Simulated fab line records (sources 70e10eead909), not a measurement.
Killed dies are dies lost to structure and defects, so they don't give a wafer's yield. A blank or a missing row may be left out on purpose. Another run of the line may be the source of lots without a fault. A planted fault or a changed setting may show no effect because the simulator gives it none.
The tool behind it: which one?    flow nand-harc    36 wafers from 12 lots sampled at 5 of the route's 1302 steps

== WHAT THE GAUGES READ, wafer by wafer ==
NHARC_A_ONON_D1_THK_MEAS_24: measures by ellipsometry. Usual: thk-nm 1001 nm, standard deviation 11.
lot   measured      on             thk-nm (nm)     flag
L592  day 8 16:09   film-metro-02  1017 1018 1017  
L593  day 9 06:01   film-metro-02  989 990 990     
L594  day 9 06:02   film-metro-01  993 992 991     
L595  day 10 12:56  film-metro-01  1019 1016 1018  
L598  day 11 13:37  film-metro-02  986 985 985     
L600  day 12 01:06  film-metro-02  997 994 997     
L601  day 12 09:00  film-metro-02  1003 1006 1005  
L603  day 12 23:01  film-metro-01  996 995 996     
L602  day 13 04:10  film-metro-02  1004 1003 1006  
L605  day 14 07:10  film-metro-02  994 997 994     
L611  day 16 20:01  film-metro-01  1012 1009 1010  
L612  day 16 20:02  film-metro-01  992 993 991     

NHARC_END_SORT_01. Usual: killed-at-array 53, standard deviation 18; killed-at-other 0.8, standard deviation 1.1; killed-at-periphery 4.1, standard deviation 2.7; killed-dies 58, standard deviation 18; killed-open 3.1, standard deviation 1.7; killed-short 2.7, standard deviation 1.7.
lot   measured      on         killed-at-array  killed-at-other  killed-at-periphery  killed-dies  killed-open  killed-short  flag
L611  day 33 02:47  prober-01  50 65 148        0 1 0            4 6 4                54 72 152    0 2 3        1 3 1         
L612  day 33 02:50  prober-02  51 47 45         3 2 3            1 4 3                55 53 51     2 5 2        2 4 3         

== TOOL THAT RAN EACH LOT (tool first, then ch and the chambers of the sampled wafers, then the start) ==
lot   NHARC_A_ONON_D1_DEP_33           NHARC_A_CHANNEL_HOLE_D1_ETCH_34     NHARC_A_CHANNEL_HOLE_D1_ETCH_21
L592  pecvd-01 ch 1,2, day 8 17:22     rie-diel-08 ch 1,2,3, day 8 21:13   har-etch-01 ch 0,1, day 8 22:24
L593  pecvd-03 ch 0,1,2, day 9 07:12   rie-diel-11 ch 0,2,3, day 9 11:00   har-etch-01 ch 0,1, day 9 12:10
L594  pecvd-01 ch 0,2, day 9 07:16     rie-diel-10 ch 0,1,2, day 9 11:42   har-etch-02 ch 0,1, day 9 12:52
L595  pecvd-01 ch 1,2, day 10 14:09    rie-diel-11 ch 1,2, day 10 19:46    har-etch-02 ch 0,1, day 10 21:05
L598  pecvd-01 ch 0,2, day 11 15:01    rie-diel-08 ch 1,2,3, day 11 22:44  har-etch-01 ch 0,1, day 12 05:58
L600  pecvd-03 ch 0,1, day 12 02:17    rie-diel-08 ch 1,2,3, day 12 06:39  har-etch-02 ch 0,1, day 12 09:04
L601  pecvd-03 ch 0,2, day 12 10:12    rie-diel-08 ch 0,1,2, day 12 13:56  har-etch-02 ch 0,1, day 12 15:20
L603  pecvd-03 ch 0,1,2, day 13 00:20  rie-diel-08 ch 0,1,3, day 13 04:02  har-etch-01 ch 0,1, day 13 05:25
L602  pecvd-02 ch 1,2, day 13 05:25    rie-diel-10 ch 0,1, day 13 09:14    har-etch-01 ch 0,1, day 13 10:23
L605  pecvd-03 ch 2, day 14 08:23      rie-diel-11 ch 0,1,2, day 14 12:25  har-etch-01 ch 0,1, day 14 13:40
L611  pecvd-03 ch 0,1,2, day 16 21:24  rie-diel-08 ch 0,1,2, day 17 05:40  har-etch-01 ch 0,1, day 17 12:57
L612  pecvd-03 ch 1,2, day 16 21:40    rie-diel-08 ch 0,2,3, day 17 07:35  har-etch-02 ch 0,1, day 17 14:50
- NHARC_A_ONON_D1_DEP_33: deposits SiO2, target thk 200 nm.
- NHARC_A_CHANNEL_HOLE_D1_ETCH_34: etches the open film in CF4/CHF3, target depth 154 nm, time 77 s.
- NHARC_A_CHANNEL_HOLE_D1_ETCH_21: etches the open film in C4F8/O2/Ar, time 514.3 s, target depth 1600 nm.

== WHAT THE TOOLS THEMSELVES READ (means of the sampled wafers that have a number; where no wafer has one, the mark that the record gives instead) ==
NHARC_A_ONON_D1_DEP_33. Usual: heater-power-w 535 W, standard deviation 110; throttle-valve-pct 15.7 %, standard deviation 0.62.
lot   tool      heater-power-w (W)  throttle-valve-pct (%)  flag
L592  pecvd-01  576                 16.6                    
L593  pecvd-03  481                 15.4                    
L594  pecvd-01  533                 16.4                    
L595  pecvd-01  587                 16.7                    
L598  pecvd-01  596                 16.3                    
L600  pecvd-03  419                 15.8                    
L601  pecvd-03  567                 15.1                    
L603  pecvd-03  540                 15.7                    
L602  pecvd-02  585                 16.1                    
L605  pecvd-03  543                 15.2                    
L611  pecvd-03  511                 15.2                    
L612  pecvd-03  686                 15.1                    

NHARC_A_CHANNEL_HOLE_D1_ETCH_34. Usual: cf4-flow-sccm 99.98 sccm (standard deviation 0.3); drypump-motor-current-A 5.7 A (standard deviation 0.51); oes-product-au 0.951 a.u. (standard deviation 0.024); rf-vpp-V 370.6 V (standard deviation 2.6); run-length-s 98.2 s (standard deviation 0.45); showerhead-plenum-p-Torr 1.57 Torr (standard deviation 0.073); throttle-valve-pct 16.803 % (standard deviation 0.0097).
lot   tool         cf4-flow-sccm (sccm)  drypump-motor-current-A (A)  oes-product-au (a.u.)  rf-vpp-V (V)  run-length-s (s)  showerhead-plenum-p-Torr (Torr)  throttle-valve-pct (%)  flag
L592  rie-diel-08  99.73                 5.8                          0.922                  369.8         98.3              1.57                             16.802                  
L593  rie-diel-11  99.89                 6.0                          0.953                  369.2         98.3              1.53                             16.808                  
L594  rie-diel-10  100.22                5.5                          0.970                  370.9         98.2              1.55                             16.807                  
L595  rie-diel-11  100.07                5.6                          0.949                  370.4         98.1              1.59                             16.796                  
L598  rie-diel-08  100.12                5.8                          0.940                  370.4         98.2              1.57                             16.810                  
L600  rie-diel-08  100.28                5.8                          0.925                  371.0         98.1              1.57                             16.797                  
L601  rie-diel-08  99.58                 5.7                          0.927                  372.5         98.3              1.63                             16.802                  
L603  rie-diel-08  100.08                5.5                          0.966                  371.3         98.2              1.60                             16.795                  
L602  rie-diel-10  100.02                5.5                          0.968                  370.7         98.5              1.58                             16.813                  
L605  rie-diel-11  100.39                5.9                          0.955                  369.7         98.2              1.53                             16.800                  
L611  rie-diel-08  99.96                 5.7                          0.973                  371.8         96.2              1.63                             16.796                  OFF
L612  rie-diel-08  100.17                6.1                          0.981                  369.9         96.1              1.56                             16.795                  OFF

NHARC_A_CHANNEL_HOLE_D1_ETCH_21. Usual: drypump-motor-current-A 5.6 A, standard deviation 0.63; showerhead-plenum-p-Torr 3.58 Torr, standard deviation 0.1; throttle-valve-pct 32.154 %, standard deviation 0.0088.
lot   tool         drypump-motor-current-A (A)  showerhead-plenum-p-Torr (Torr)  throttle-valve-pct (%)  flag
L592  har-etch-01  5.1                          3.64                             32.165                  
L593  har-etch-01  5.0                          3.60                             32.148                  
L594  har-etch-02  6.2                          3.52                             32.152                  
L595  har-etch-02  6.4                          3.58                             32.153                  
L598  har-etch-01  5.0                          3.58                             32.158                  
L600  har-etch-02  6.4                          3.57                             32.155                  
L601  har-etch-02  6.4                          3.56                             32.153                  
L603  har-etch-01  5.0                          3.58                             32.152                  
L602  har-etch-01  5.0                          3.58                             32.151                  
L605  har-etch-01  5.1                          3.60                             32.162                  
L611  har-etch-01  5.1                          3.57                             32.156                  
L612  har-etch-02  6.2                          3.93                             32.160                  OFF

== THE ANSWER, worked out from the rows above alone ==
Rule: a lot counts as off when the mean over its wafers that have a number is more than 3 standard deviations away from the usual mean. Also off: a lot with no number at a reading for which 4 or more lots have one. Any other lot the step has rows for is counted as sound. First the gauges in route order, then the tools' own readings, where a lot's mean is used as printed above. The first step at which some lot is off is used, and at that step the reading that is off furthest; a lot without a number counts as furthest.
Off at NHARC_A_CHANNEL_HOLE_D1_ETCH_34 (run-length-s): L611, L612.
If a tool, at that step or one of the process steps before it, ran each lot that is off and ran no sound lot following the first of them, it fits. 2 tools fit, pecvd-03 at NHARC_A_ONON_D1_DEP_33 and rie-diel-08 at NHARC_A_CHANNEL_HOLE_D1_ETCH_34, so this cannot tell which one it is.

== WHAT THE SIMULATOR HAD PUT IN ==
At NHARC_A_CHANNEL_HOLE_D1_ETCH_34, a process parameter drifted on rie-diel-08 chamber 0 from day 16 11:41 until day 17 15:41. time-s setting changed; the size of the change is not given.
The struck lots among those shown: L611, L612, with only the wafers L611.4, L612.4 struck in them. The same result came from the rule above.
